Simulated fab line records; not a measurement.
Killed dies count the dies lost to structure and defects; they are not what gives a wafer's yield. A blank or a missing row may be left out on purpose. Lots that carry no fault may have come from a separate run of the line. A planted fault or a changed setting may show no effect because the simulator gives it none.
A struck lot beside a sound one :: flow n5Finfet :: 16 out of 1938 route steps
Sound: wafers L825.2, L825.3, L825.5. Wafers L823.1, L823.4, L823.5 were the ones struck. The cause comes at the end.
At each step with rows: each side's tool, then ch and its chambers, then its first start. Under that, the readings that differ: sound wafers :: struck wafers :: difference of the means :: sigmas: that difference in standard deviations of wafers without a fault.
alike: words and numbers the same on both sides, and readings whose means are apart by under 2 such deviations; not compared: readings that were withheld, readings missing a value for some wafer, numbers with overlapping values and no deviation given by the record, and bounds like >300 which may hide the same value.
A row with sigmas, a row that says differs or no value, or rows on one side alone: a step with any of these is where the two part. Numbers that don't overlap but have no deviation are shown without sigmas and don't part them. A reading that every wafer of one side lacks parts them only if that side has two wafers or more.

first, 4 steps without rows for these wafers: N5_BEOL_M0_SAQP_MANDREL_ETCH_20 (etches a-Si in HBr/Cl2, stops on SiNx, target depth 60 nm, bt time 10 s, time 30 s); N5_BEOL_M0_SAQP_STRIP_86 (strips in N2/H2); N5_BEOL_M0_SAQP_STRIP_115 (strips in post etch residue remover, time 60 s); N5_BEOL_M0_SAQP_SRD_93 (time 30 s).
N5_BEOL_M0_SAQP_RECESS_114: chemistry HF/NH3, target SiO2, target depth 14.4 nm, afs cycles 3, sublimation time 60 s.
  sound on vaporEtch-01 ch 0, day 9 17:33; struck on vaporEtch-02 ch 0,1, day 9 09:59
  alike: drypumpMotorCurrentA
N5_BEOL_M0_SAQP_SPACER1_ALD_98: deposits SiO2, target thk 12.8 nm, pulse time 1 s, purge time 2 s.
  sound on aldSin-03 ch 0,2,3, day 9 17:56; struck on aldSin-02 ch 1,2,3, day 9 10:22
  alike: heaterPowerW, precursorPulseHeightRel
N5_BEOL_M0_SAQP_SPACER1_ETCHBACK_99: etches SiO2 in CHF3/O2, target depth 15.4 nm, time 7.7 s.
  sound on rieDiel-04 ch 0,2,3, day 9 18:25; struck on rieDiel-02 ch 0,1,2, day 9 10:51
  alike: CHF3_flow_sccm, drypumpMotorCurrentA, oesProductAu, rfVppV, showerheadPlenumPTorr, throttleValvePct
  not compared: rfHoursCounterH
then, 1 step without rows for these wafers: N5_BEOL_M0_SAQP_MANDREL1_REMOVE_100 (chemistry HBr/Cl2/O2, target a-Si, stops on SiNx, bt time 10 s).
N5_BEOL_M0_SAQP_CD_MEAS_25 targets a cd of 13.1 nm.
  sound on cdSem-02 ch 0, day 9 18:37; struck on cdSem-01 ch 0, day 9 11:02
  alike: cdNm
N5_BEOL_M0_SAQP_ETCH_101: etches SiNx in CH3F/O2, target depth 29.9 nm, time 42.7 s.
  sound on rieDiel-02 ch 0,1, day 9 18:39; struck on rieDiel-02 ch 0,2, day 9 11:05
  alike: drypumpMotorCurrentA, oesProductAu, rfVppV, showerheadPlenumPTorr, throttleValvePct
  not compared: rfHoursCounterH
N5_BEOL_M0_SAQP_ETCH_102: etches SiO2 in CF4, target depth 4 nm, time 4.4 s.
  sound on rieSi-06 ch 0,1,3, day 9 18:45; struck on rieSi-06 ch 0,3, day 9 11:11
  alike: drypumpMotorCurrentA, oesProductAu, throttleValvePct
  not compared: rfHoursCounterH
then, 1 step without rows for these wafers: N5_BEOL_M0_SAQP_MANDREL_ETCH_103 (etches a-Si in HBr/Cl2, stops on SiCN, target depth 45 nm, bt time 10 s, time 27 s).
N5_BEOL_M0_SAQP_RECESS_104: chemistry HF/NH3, target SiO2, target depth 18 nm, afs cycles 3, sublimation time 60 s.
  sound on vaporEtch-02 ch 1, day 9 18:52; struck on vaporEtch-02 ch 0,1, day 9 11:24
  no value came back on the struck wafers for afsCycles, drypumpMotorCurrentA (A); on the sound wafers afsCycles reads 3 3 3
then, 1 step without rows for these wafers: N5_BEOL_M0_SAQP_COAT_105 (time 60 s, resist thk 100 nm).
N5_BEOL_M4_RC_MEAS_101:
  the record has rows for the sound wafers here (prober-02 ch 0, day 12 10:10) and none for the struck ones
-- record jumps: 6 days separate the struck wafers' starts on either side; left off in module BEOL_M4, taken up again in module PASSIVATION, whose first shown step is the route's number 1936 --
N5_PASSIVATION_PROBE_49:
  record: rows for the struck wafers here (prober-01, day 15 18:06), none for the sound ones

== WHERE THEY PART ==
Earliest at N5_BEOL_M0_SAQP_RECESS_104; latest, in this record, at N5_PASSIVATION_PROBE_49.

WHY: whatever the simulator had introduced
Whole step skipped at N5_BEOL_M0_SAQP_RECESS_104 on vaporEtch-02, starting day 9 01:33. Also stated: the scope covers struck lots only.
